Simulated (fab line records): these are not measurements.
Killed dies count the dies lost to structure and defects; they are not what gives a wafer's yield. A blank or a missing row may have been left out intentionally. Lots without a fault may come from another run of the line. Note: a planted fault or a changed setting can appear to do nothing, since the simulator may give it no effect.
Matching of chambers / flow nand-harc / NHARC_A_STAIRCASE_DESCUM_11 on rie-diel-04: 4 sister chambers
The step chemistry O2, time 3 s. 18 wafers are shown with their chamber, then 9 later ones without.

## WAFERS, EACH WITH ITS CHAMBER
wafer=L074.2; chamber=3; drypump-motor-current-A (A)=5.4; showerhead-plenum-p-Torr (Torr)=1.81; oes-product-au (a.u.)=1.032
wafer=L074.3; chamber=0; drypump-motor-current-A (A)=5.9; showerhead-plenum-p-Torr (Torr)=1.94; oes-product-au (a.u.)=0.991
wafer=L074.6; chamber=1; drypump-motor-current-A (A)=5.5; showerhead-plenum-p-Torr (Torr)=1.88; oes-product-au (a.u.)=1.001
wafer=L076.1; chamber=0; drypump-motor-current-A (A)=6.0; showerhead-plenum-p-Torr (Torr)=1.94; oes-product-au (a.u.)=0.994
wafer=L076.3; chamber=3; drypump-motor-current-A (A)=5.4; showerhead-plenum-p-Torr (Torr)=1.81; oes-product-au (a.u.)=1.007
wafer=L076.4; chamber=1; drypump-motor-current-A (A)=5.5; showerhead-plenum-p-Torr (Torr)=1.88; oes-product-au (a.u.)=1.021
wafer=L085.1; chamber=3; drypump-motor-current-A (A)=5.4; showerhead-plenum-p-Torr (Torr)=1.80; oes-product-au (a.u.)=1.003
wafer=L085.2; chamber=2; drypump-motor-current-A (A)=5.2; showerhead-plenum-p-Torr (Torr)=1.91; oes-product-au (a.u.)=1.024
wafer=L085.6; chamber=0; drypump-motor-current-A (A)=6.0; showerhead-plenum-p-Torr (Torr)=1.93; oes-product-au (a.u.)=0.977
wafer=L089.4; chamber=1; drypump-motor-current-A (A)=5.6; showerhead-plenum-p-Torr (Torr)=1.86; oes-product-au (a.u.)=1.006
wafer=L089.5; chamber=0; drypump-motor-current-A (A)=6.0; showerhead-plenum-p-Torr (Torr)=1.92; oes-product-au (a.u.)=1.001
wafer=L089.6; chamber=1; drypump-motor-current-A (A)=5.5; showerhead-plenum-p-Torr (Torr)=1.86; oes-product-au (a.u.)=1.017
wafer=L088.1; chamber=3; drypump-motor-current-A (A)=5.4; showerhead-plenum-p-Torr (Torr)=1.80; oes-product-au (a.u.)=1.008
wafer=L088.3; chamber=1; drypump-motor-current-A (A)=5.5; showerhead-plenum-p-Torr (Torr)=1.86; oes-product-au (a.u.)=1.006
wafer=L088.4; chamber=1; drypump-motor-current-A (A)=5.5; showerhead-plenum-p-Torr (Torr)=1.86; oes-product-au (a.u.)=0.998
wafer=L091.1; chamber=2; drypump-motor-current-A (A)=5.2; showerhead-plenum-p-Torr (Torr)=1.91; oes-product-au (a.u.)=1.025
wafer=L091.4; chamber=1; drypump-motor-current-A (A)=5.5; showerhead-plenum-p-Torr (Torr)=1.86; oes-product-au (a.u.)=0.996
wafer=L091.5; chamber=3; drypump-motor-current-A (A)=5.3; showerhead-plenum-p-Torr (Torr)=1.79; oes-product-au (a.u.)=1.008

SIGNATURES (averages over the wafers above)
reading=drypump-motor-current-A; chamber 0=5.975; chamber 1=5.514; chamber 2=5.200; chamber 3=5.380; scatter within a chamber=0.0415
reading=showerhead-plenum-p-Torr; chamber 0=1.9325; chamber 1=1.8657; chamber 2=1.9100; chamber 3=1.8020; scatter within a chamber=0.00897
reading=oes-product-au; chamber 0=0.99075; chamber 1=1.00643; chamber 2=1.02450; chamber 3=1.01160; scatter within a chamber=0.00991
Rule: a wafer's distance from a chamber is the root of the sum, over the readings, of the square of ((its reading less the chamber's mean) divided by the reading's scatter). If the next closest chamber is less than 2 further off than the closest, the wafer can't be placed; otherwise it belongs to the closest. The scatter: the root of (the sum of the squares of (reading less its chamber's mean) over the shown wafers, divided by (wafers less chambers)).

## WAFERS WITHOUT THEIR CHAMBER
wafer=L093.2; drypump-motor-current-A (A)=5.5; showerhead-plenum-p-Torr (Torr)=1.86; oes-product-au (a.u.)=0.987
wafer=L093.4; drypump-motor-current-A (A)=5.4; showerhead-plenum-p-Torr (Torr)=1.79; oes-product-au (a.u.)=1.020
wafer=L093.5; drypump-motor-current-A (A)=6.0; showerhead-plenum-p-Torr (Torr)=1.92; oes-product-au (a.u.)=0.984
wafer=L094.4; drypump-motor-current-A (A)=5.5; showerhead-plenum-p-Torr (Torr)=1.86; oes-product-au (a.u.)=1.004
wafer=L094.5; drypump-motor-current-A (A)=5.2; showerhead-plenum-p-Torr (Torr)=1.90; oes-product-au (a.u.)=1.022
wafer=L094.6; drypump-motor-current-A (A)=5.5; showerhead-plenum-p-Torr (Torr)=1.86; oes-product-au (a.u.)=0.999
wafer=L096.4; drypump-motor-current-A (A)=5.4; showerhead-plenum-p-Torr (Torr)=1.79; oes-product-au (a.u.)=1.003
wafer=L096.5; drypump-motor-current-A (A)=5.1; showerhead-plenum-p-Torr (Torr)=1.90; oes-product-au (a.u.)=1.027
wafer=L096.6; drypump-motor-current-A (A)=5.5; showerhead-plenum-p-Torr (Torr)=1.86; oes-product-au (a.u.)=0.994

## WHICH CHAMBER EACH ONE RAN IN
wafer=L093.2; from the rows above=1; in truth=1
wafer=L093.4; from the rows above=3; in truth=3
wafer=L093.5; from the rows above=0; in truth=0
wafer=L094.4; from the rows above=1; in truth=1
wafer=L094.5; from the rows above=2; in truth=2
wafer=L094.6; from the rows above=1; in truth=1
wafer=L096.4; from the rows above=3; in truth=3
wafer=L096.5; from the rows above=2; in truth=2
wafer=L096.6; from the rows above=1; in truth=1
9 of 9 placed correctly. Number that these rows cannot place: 0. 0 placed wrongly.
